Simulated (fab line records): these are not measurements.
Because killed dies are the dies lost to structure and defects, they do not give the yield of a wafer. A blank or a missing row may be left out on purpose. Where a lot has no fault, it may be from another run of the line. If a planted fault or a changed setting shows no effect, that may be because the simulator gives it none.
Matching of chambers | flow n5Finfet | N5_BEOL_M9_CURE_71 on uvCure-02 has 3 sister chambers
The step cures SiCOH lowk, time 240 s. 6 wafers are shown with their chamber, then 10 later ones without.

EACH WAFER AND ITS CHAMBER
wafer  | chamber | wafer_temp_C_max | lampPowerPct (%)
L080.3 | 0       | 387.2            | 52.27
L080.6 | 0       | 386.3            | 52.20
L084.4 | 2       | 387.3            | 52.41
L084.5 | 2       | 387.5            | 52.27
L090.3 | 1       | 388.2            | 52.34
L090.4 | 1       | 387.8            | 52.33

WAFERS WHOSE CHAMBER IS MISSING
wafer  | wafer_temp_C_max | lampPowerPct (%)
L090.5 | 387.5            | 52.39
L093.3 | 387.3            | 52.19
L093.4 | 387.0            | 52.35
L093.6 | 387.9            | 52.25
L097.1 | 387.5            | 52.38
L097.2 | 387.1            | 52.34
L097.6 | 386.8            | 52.45
L097.3 | 386.9            | 52.32
L097.4 | 387.3            | 52.27
L097.5 | 387.0            | 52.38

WHICH CHAMBER EACH WENT THROUGH
wafer  | from the rows above          | in truth
L090.5 | can't be placed: 2 or 1      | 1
L093.3 | can't be placed: 0 or 2 or 1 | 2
L093.4 | can't be placed: 2 or 0 or 1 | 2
L093.6 | can't be placed: 1 or 2 or 0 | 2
L097.1 | can't be placed: 2 or 1      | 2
L097.2 | can't be placed: 2 or 0 or 1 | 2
L097.6 | can't be placed: 2 or 0 or 1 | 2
L097.3 | can't be placed: 2 or 0 or 1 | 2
L097.4 | can't be placed: 2 or 0 or 1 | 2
L097.5 | can't be placed: 2 or 0 or 1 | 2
Correctly placed: 0 of 10. Can't be placed from these rows: 10 (the true chamber is among the candidates in 10). Placed wrongly: 0.
How it was worked out, from the rows above alone: a wafer's distance from a chamber is the root of the sum, over the readings, of the square of ((its reading less the chamber's mean) divided by the reading's scatter). If the next closest chamber is less than 2 further off than the closest, the wafer can't be placed; otherwise it belongs to the closest. For every chamber, the mean is computed from those of its wafers that are shown. The scatter is the square root of a quotient: the sum, over the shown wafers, of each reading's squared deviation from its chamber's mean, divided by wafers minus chambers.
